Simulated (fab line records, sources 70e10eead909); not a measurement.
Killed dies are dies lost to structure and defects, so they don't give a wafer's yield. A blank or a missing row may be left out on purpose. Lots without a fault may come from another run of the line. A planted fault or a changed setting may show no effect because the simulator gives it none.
One fault seen from 3 desks | flow nand_harc | each desk has only its own numbers; what lay behind them comes last

THE DEFECT DESK
What the inspections along the route counted, lot by lot: means of the sampled wafers that have a number. A lot is out of limits, marked OUT, if its mean lies more than 4 standard deviations from the usual mean; the brackets give that distance.
Columns: A = raw_defect_count at NHARC_P_START_INSPECT_01, usual 4.0
lot  | first seen here | A
L434 | day 1 20:02     | 3.3
L435 | day 2 06:02     | 4.0
L437 | day 3 02:02     | 7.0
L438 | day 3 12:02     | 4.7
L439 | day 3 22:02     | 3.3
L443 | day 5 14:02     | 4.7
L444 | day 6 00:02     | 4.3
L447 | day 7 06:02     | 5.7
L451 | day 8 22:02     | 3.0
L453 | day 9 18:02     | 5.3
L455 | day 10 14:02    | 3.7
L457 | day 11 10:03    | 3.7
This desk's finding: nothing out of limits on any of the 12 lots.

THE METROLOGY DESK
What the gauges read, lot by lot, whatever tool the lot ran on: means of the sampled wafers that have a number. A lot is out of limits, marked OUT, if its mean lies more than 4 standard deviations from the usual mean; the brackets give that distance.
Columns: A = cd_nm at NHARC_P_STI_CD_MEAS_09, usual 200.0 nm; B = trench_depth_nm at NHARC_P_STI_OCD_MEAS_17, usual 301 nm; C = trench_foot_cd_nm at NHARC_P_STI_OCD_MEAS_17, usual 157.9 nm; D = cd_nm at NHARC_P_GATE_CD_MEAS_26, usual 119.6 nm
lot  | first seen here | A                | B   | C                | D
L434 | day 2 20:40     | 200.1            | 306 | 157.3            | 119.4
L435 | day 3 05:07     | 203.1            | 307 | 160.1            | 120.2
L437 | day 4 02:38     | 199.1            | 306 | 156.2            | 119.5
L438 | day 4 11:20     | 198.6            | 299 | 156.9            | 120.3
L439 | day 4 23:17     | 199.0            | 307 | 156.2            | 119.5
L443 | day 6 16:40     | 187.9 (-5.1) OUT | 298 | 146.2 (-4.7) OUT | 120.2
L444 | day 7 04:27     | 197.0            | 296 | 155.7            | 119.8
L447 | day 8 04:38     | 188.9 (-4.6) OUT | 299 | 147.4 (-4.2) OUT | 119.8
L451 | day 9 22:44     | 199.4            | 297 | 157.8            | 119.6
L453 | day 10 16:17    | 201.2            | 300 | 159.3            | 119.4
L455 | day 11 15:32    | 199.1            | 295 | 157.9            | 119.2
L457 | day 12 10:59    | 202.2            | 301 | 160.5            | 119.6
This desk's finding: out of limits on L443, L447; first on L443, day 6 16:40 (cd_nm at NHARC_P_STI_CD_MEAS_09). In limits: L434, L435, L437, L438, L439, L444, L451, L453, L455, L457.

THE TOOL OWNER'S DESK: krf_scanner-01
The tool's own readings at NHARC_P_STI_EXPOSE_06 (exposes mask P STI, target cd 200 nm): means of the sampled wafers that have a number, for each lot that ran on this tool. A lot is out of limits, marked OUT, if its mean lies more than 4 standard deviations from the usual mean; the brackets give that distance.
Columns: A = exposure_dose_mJ_cm2 at NHARC_P_STI_EXPOSE_06, usual 37.66
lot  | first seen here | A
L434 | day 2 20:31     | 37.59
L435 | day 3 04:58     | 37.62
L437 | day 4 02:29     | 37.62
L443 | day 6 16:32     | 35.86 (-38) OUT
L447 | day 8 04:29     | 36.18 (-31) OUT
This desk's finding: out of limits on L443, L447; first on L443, day 6 16:32 (exposure_dose_mJ_cm2 at NHARC_P_STI_EXPOSE_06). In limits: L434, L435, L437.

PUT TOGETHER
The tool owner's desk could have raised an alarm at day 6 16:32, on L443, L447.
The metrology desk could have raised an alarm at day 6 16:40, on L443, L447.
The defect desk saw nothing out of limits.
The defect desk has L443, L447 on record, within its limits.
Of the lots named, all ran NHARC_P_STI_EXPOSE_06 on krf_scanner-01.

WHAT THE SIMULATOR HAD PUT IN
Process parameter drift: krf_scanner-01, from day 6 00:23 on, at NHARC_P_STI_EXPOSE_06. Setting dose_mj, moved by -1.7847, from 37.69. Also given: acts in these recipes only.
Lots struck among those shown: L443, L447.
Hours from the fault's start to each desk's first reading out of limits: the tool owner's desk, 16; the metrology desk, 16.
